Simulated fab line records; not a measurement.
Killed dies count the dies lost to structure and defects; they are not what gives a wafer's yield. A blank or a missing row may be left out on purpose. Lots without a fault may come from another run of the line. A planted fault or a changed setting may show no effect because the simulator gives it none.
Which tool did it?    flow n5 finfet    39 wafers from 13 lots sampled at 3 of the route's 1938 steps

## WHAT THE GAUGES READ, wafer by wafer
The record lacks any reading of a measuring or inspecting step that a usual standard deviation could be used to judge.

## WHICH TOOL RAN EACH LOT (tool, then ch and the chambers of the sampled wafers, then the start)
lot   N5_MOL_CONTACT_COAG_PRECLEAN_125     N5_PASSIVATION_STRIP_14             N5_PASSIVATION_PROBE_49
L993  wet bench-01 ch 1,4,6, day 5 01:16   rie diel-03 ch 0,1,2, day 12 12:06  -
L994  wet bench-01 ch 0,6,7, day 5 01:34   rie diel-03 ch 0,2,3, day 12 15:58  -
L995  wet bench-05 ch 2,3,7, day 5 11:43   rie diel-06 ch 2,3, day 12 11:41    -
L996  wet bench-04 ch 2,3,7, day 5 15:20   rie diel-01 ch 0,1,2, day 12 16:38  -
L997  wet bench-01 ch 1,2,4, day 5 21:07   rie diel-01 ch 0,1,2, day 13 10:46  -
L998  wet bench-05 ch 4,5,7, day 6 03:53   rie diel-06 ch 1,2, day 13 18:25    -
L100  wet bench-01 ch 1,2,3, day 6 21:59   rie diel-06 ch 0,3, day 14 12:25    -
L101  wet bench-01 ch 2,4,5, day 6 22:16   rie diel-03 ch 2,3, day 14 12:28    -
L102  wet bench-01 ch 3,5,6, day 7 04:10   rie diel-06 ch 2,3, day 14 17:10    -
L103  wet bench-01 ch 0,1,4, day 7 04:59   rie diel-01 ch 0,1, day 14 18:19    -
L107  wet bench-01 ch 1,2,7, day 8 08:50   rie diel-06 ch 0,1,2, day 15 19:47  prober-01, day 16 02:17
L111  wet bench-04 ch 0,2,5, day 10 00:59  rie diel-03 ch 0,1,2, day 17 01:48  -
L116  wet bench-04 ch 2,3,7, day 10 15:12  rie diel-06 ch 1,2,3, day 18 15:03  -
- N5_MOL_CONTACT_COAG_PRECLEAN_125: cleans in DIW, time 57.5 s.
- N5_PASSIVATION_STRIP_14: strips in O2.
- N5_PASSIVATION_PROBE_49

## AS READ BY THE TOOLS THEMSELVES (means over the sampled wafers that have a number; for cases with no such wafer, the mark the record gives instead)
N5_PASSIVATION_STRIP_14.
lot   tool         drypump motor current A (A)  oes product au (a.u.)  rf vpp V (V)  showerhead plenum p Torr (Torr)  throttle valve pct (%)
L993  rie diel-03  6.3                          0.90                   3.9           2.12                             16.46
L994  rie diel-03  6.2                          0.85                   3.8           2.13                             16.64
L995  rie diel-06  5.5                          0.81                   2.9           2.14                             16.50
L996  rie diel-01  5.4                          0.73                   3.6           2.11                             16.75
L997  rie diel-01  5.3                          0.73                   4.2           2.11                             16.77
L998  rie diel-06  5.0                          0.80                   3.5           2.05                             16.45
L100  rie diel-06  6.1                          0.74                   4.6           2.05                             16.83
L101  rie diel-03  5.8                          0.94                   3.8           2.13                             16.66
L102  rie diel-06  5.2                          0.81                   3.3           2.09                             16.41
L103  rie diel-01  5.1                          0.71                   3.6           2.10                             16.91
L107  rie diel-06  5.4                          0.84                   3.9           2.03                             16.54
L111  rie diel-03  6.3                          0.86                   3.5           2.11                             16.53
L116  rie diel-06  5.2                          0.82                   4.3           2.09                             16.51

N5_PASSIVATION_PROBE_49.
lot   tool       defect limited yield (%)  killed_at_M0_to_M3  killed_at_M4_up  killed at contacts  killed at front end  killed at other  killed dies  killed open  killed short  sort_bin_5_function (%)  sort_bin_6_memory (%)  sort_bin_8_speed (%)  sort n pass  sort yield pct (%)
L107  prober-01  87.8                      23                  13               59                  48                   1.3              144          61           28            7.0                      3.4                    0.00                  1036         87.8

## THE ANSWER, worked out from the rows above alone
Rule: the lots themselves supply what counts as usual. The widest of any qualifying gaps counts: lots, ordered by their means at a reading, are off when they make up no more than a third of the lots, leave a main group of 4 or more, and stand apart from it by 3 or more times the standard deviation of that group's means. The tables above print the reading to a certain number of digits; a main group whose means all agree to those digits is not used. Also off: a lot with no number at a reading for which 4 or more lots have one. Where the step has rows for the other lots, those lots are counted as sound. First the gauges in route order, then the tools' own readings, where a lot's mean is used as printed above. The first step at which some lot is off is used, and at that step the reading that is off furthest; a lot without a number counts as furthest.
Nothing can be told from this: no lot is off at any reading shown.

## WHAT THE SIMULATOR HAD INSERTED
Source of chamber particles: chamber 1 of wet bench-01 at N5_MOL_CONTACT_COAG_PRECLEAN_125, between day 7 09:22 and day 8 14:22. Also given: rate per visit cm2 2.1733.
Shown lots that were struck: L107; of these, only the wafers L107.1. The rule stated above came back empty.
